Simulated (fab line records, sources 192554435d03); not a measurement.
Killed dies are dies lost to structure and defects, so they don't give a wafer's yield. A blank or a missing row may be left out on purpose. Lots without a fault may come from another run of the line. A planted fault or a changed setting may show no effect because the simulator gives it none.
Split-lot experiment | flow n5_finfet | 7 lots, 21 wafers read, on a route of 1938 steps

THE SPLIT
At N5_HKMG_FIN_ETCH_55 (etches SOC in N2/H2, target depth 240 nm, time 300 s), the setting bias_w was moved away from the recipe's 150 W on 10 of the 21 wafers read, by -12.5% to +9.9%. The other wafers ran this setting at the recipe's value.

The reading is taken at the split's own step.

THE READING
rf_vpp_V, in V, at N5_HKMG_FIN_ETCH_55 (etches SOC in N2/H2, target depth 240 nm, time 300 s). Fault-free wafers of this fab line usually give 523.8 V, standard deviation 2.8 V.

wafer  | tool, chamber at the split | bias_w as run, W | against the recipe | rf_vpp_V, V | against lot-mates on the recipe
L074.1 | rie_diel-01, 2             | 131.2            | -12.5%             | 484.9       | no lot-mate on the recipe
L074.2 | rie_diel-01, 0             | 131.2            | -12.5%             | 483.9       | no lot-mate on the recipe
L074.3 | rie_diel-01, 3             | 131.2            | -12.5%             | 481.4       | no lot-mate on the recipe
L077.3 | rie_diel-05, 0             | 150              | recipe             | 518.2       | -
L077.4 | rie_diel-05, 1             | 164.9            | +9.9%              | 552.2       | +34.0
L077.5 | rie_diel-05, 0             | 164.9            | +9.9%              | 549.7       | +31.5
L078.2 | rie_diel-01, 2             | 156.8            | +4.5%              | 540.6       | +17.6
L078.4 | rie_diel-01, 3             | 150              | recipe             | 524.2       | -
L078.5 | rie_diel-01, 1             | 150              | recipe             | 521.9       | -
L081.3 | rie_diel-01, 0             | 150              | recipe             | 524.2       | -
L081.4 | rie_diel-01, 1             | 160.3            | +6.9%              | 547.9       | +23.3
L081.5 | rie_diel-01, 0             | 150              | recipe             | 525.0       | -
L084.1 | rie_diel-06, 0             | 150              | recipe             | 527.4       | -
L084.4 | rie_diel-06, 1             | 150              | recipe             | 524.0       | -
L084.5 | rie_diel-06, 3             | 150              | recipe             | 527.1       | -
L087.1 | rie_diel-06, 1             | 133.4            | -11.1%             | 484.7       | -42.9
L087.3 | rie_diel-06, 2             | 133.4            | -11.1%             | 482.9       | -44.7
L087.4 | rie_diel-06, 0             | 150              | recipe             | 527.6       | -
L094.3 | rie_diel-01, 2             | 150              | recipe             | 524.9       | -
L094.4 | rie_diel-01, 3             | 139.3            | -7.1%              | 498.9       | -26.2
L094.6 | rie_diel-01, 0             | 150              | recipe             | 525.3       | -

THE FIT
A straight line over all 21 wafers: rf_vpp_V changes by +3.25 V for each +1% of bias_w; r = +0.99; the points scatter about the line by 3.1 V.
The same after taking each lot's own level away (the mean of its wafers on the recipe; 18 wafers): +3.65 V for each +1%; r = +1.00; scatter 1.8 V.
On that fit, the largest move of bias_w shifts the reading by 46 V.
The lots' own levels span 518.20 to 527.60 V, that is 3.4 times the standard deviation above.
So the lot-to-lot level changes the slope: the two fits differ.
Check: with one of the wafers moved furthest among these (-11.1%) left out of the fit, the line predicts -40.6 V for it against its lot-mates. It came out at -42.9 V against them.
Tool readings at the split's step, against how far the setting was moved: rf_vpp_V r = +0.99.

OTHER SPLITS ON THESE WAFERS
These wafers also went through other splits before the reading. Each is held against what the fit with the lots' levels taken away leaves over:
other split on the same wafers       | wafers away from the commonest value | r with rf_vpp_V (lot level and that fit taken away)
N5_SD_EPI_N_EPI_21 epi_growth_time_s | 4                                    | -0.13
N5_SDB_COAT_03 spin_rpm              | 10                                   | -0.41
N5_SDB_COAT_05 spin_rpm              | 6                                    | -0.01
N5_HKMG_FIN_COAT_43 spin_rpm         | 5                                    | -0.27

THE FILE'S OWN FIT
rf_vpp_V changes by +3.64 V for each +1% of bias_w, r = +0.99.
